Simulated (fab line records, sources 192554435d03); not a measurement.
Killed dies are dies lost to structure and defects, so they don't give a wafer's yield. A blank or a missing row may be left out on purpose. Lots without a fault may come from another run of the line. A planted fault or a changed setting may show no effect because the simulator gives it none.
One fault seen from 2 desks | flow n5_finfet | each desk has only its own numbers; what lay behind them comes last

THE TOOL OWNER'S DESK: litho_track-03
The tool's own readings at N5_BEOL_M3_COAT_61 (time 60 s, resist thk 60 nm): means of the sampled wafers that have a number, for each lot that ran on this tool. A lot is out of limits, marked OUT, if its mean lies more than 4 standard deviations from the usual mean; the brackets give that distance.
Columns: A = exhaust_pa at N5_BEOL_M3_COAT_61, usual 45.2 Pa; B = resist_line_temp_C at N5_BEOL_M3_COAT_61, usual 23.01 C; C = run_length_s at N5_BEOL_M3_COAT_61, usual 66.05 s; D = spin_speed_rpm at N5_BEOL_M3_COAT_61, usual 1499.9 rpm
lot  | first seen here | A    | B     | C               | D
L235 | day 8 12:34     | 45.0 | 22.89 | 68.77 (+21) OUT | 1499.5
L237 | day 9 01:58     | 45.2 | 23.17 | 68.77 (+21) OUT | 1498.6
L236 | day 9 02:26     | 46.0 | 22.92 | 67.37 (+10) OUT | 1499.1
L250 | day 12 01:59    | 45.2 | 23.03 | 66.12           | 1499.8
L251 | day 12 06:25    | 46.9 | 22.96 | 66.10           | 1500.0
This desk's finding: out of limits on L235, L236, L237; first on L235, day 8 12:34 (run_length_s at N5_BEOL_M3_COAT_61). In limits: L250, L251.

THE METROLOGY DESK
What the gauges read, lot by lot, whatever tool the lot ran on: means of the sampled wafers that have a number. A lot is out of limits, marked OUT, if its mean lies more than 4 standard deviations from the usual mean; the brackets give that distance. Of its 11 readings 7 are shown: those that lie furthest out on some lot.
Columns: A = M3_ILD_THK at N5_BEOL_M3_THK_MEAS_01, usual 79.2 nm; B = DIBL_N at N5_BEOL_M4_RC_MEAS_101, usual 36.0 mV/V; C = IOFF_P at N5_BEOL_M4_RC_MEAS_101, usual 0.21 nA/um; D = ION_N at N5_BEOL_M4_RC_MEAS_101, usual 673 uA/um; E = ION_P at N5_BEOL_M4_RC_MEAS_101, usual 463 uA/um; F = SS_P at N5_BEOL_M4_RC_MEAS_101, usual 73.3 mV/dec; G = VT_P at N5_BEOL_M4_RC_MEAS_101, usual -250 mV
lot  | first seen here | A    | B    | C    | D   | E   | F    | G
L232 | day 7 14:11     | 79.6 | 36.2 | 0.17 | 670 | 455 | 73.3 | -254
L235 | day 8 08:30     | 78.1 | 38.1 | 0.23 | 667 | 461 | 74.4 | -251
L237 | day 9 01:42     | 79.2 | 36.3 | 0.21 | 674 | 463 | 73.8 | -249
L236 | day 9 02:13     | 78.9 | 37.4 | 0.21 | 677 | 461 | 73.3 | -250
L242 | day 10 04:40    | 79.0 | 35.4 | 0.27 | 687 | 482 | 73.9 | -242
L243 | day 10 08:50    | 79.4 | 36.6 | 0.22 | 676 | 466 | 73.3 | -249
L245 | day 10 22:58    | 80.6 | 36.5 | 0.23 | 666 | 461 | 73.4 | -248
L246 | day 11 12:02    | 79.0 | 37.9 | 0.23 | 678 | 464 | 72.9 | -249
L248 | day 11 18:37    | 79.8 | 34.9 | 0.19 | 664 | 460 | 72.7 | -251
L250 | day 12 01:32    | 79.2 | 34.3 | 0.20 | 673 | 468 | 73.1 | -247
L251 | day 12 05:50    | 79.8 | 35.7 | 0.18 | 677 | 462 | 72.8 | -254
This desk's finding: nothing out of limits on any of the 11 lots.

PUT TOGETHER
The tool owner's desk could have raised an alarm at day 8 12:34, on L235, L236, L237.
The metrology desk saw nothing out of limits.
The metrology desk has L235, L236, L237 on record, within its limits.
Of the lots named, all ran N5_BEOL_M3_COAT_61 on litho_track-03.

WHAT THE SIMULATOR HAD PUT IN
Process parameter drift: litho_track-03, from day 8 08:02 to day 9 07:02, at N5_BEOL_M3_COAT_61. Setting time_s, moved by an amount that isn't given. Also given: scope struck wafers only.
Lots struck among those shown: L235, L236, L237.
Hours from the fault's start to each desk's first reading out of limits: the tool owner's desk, 5.
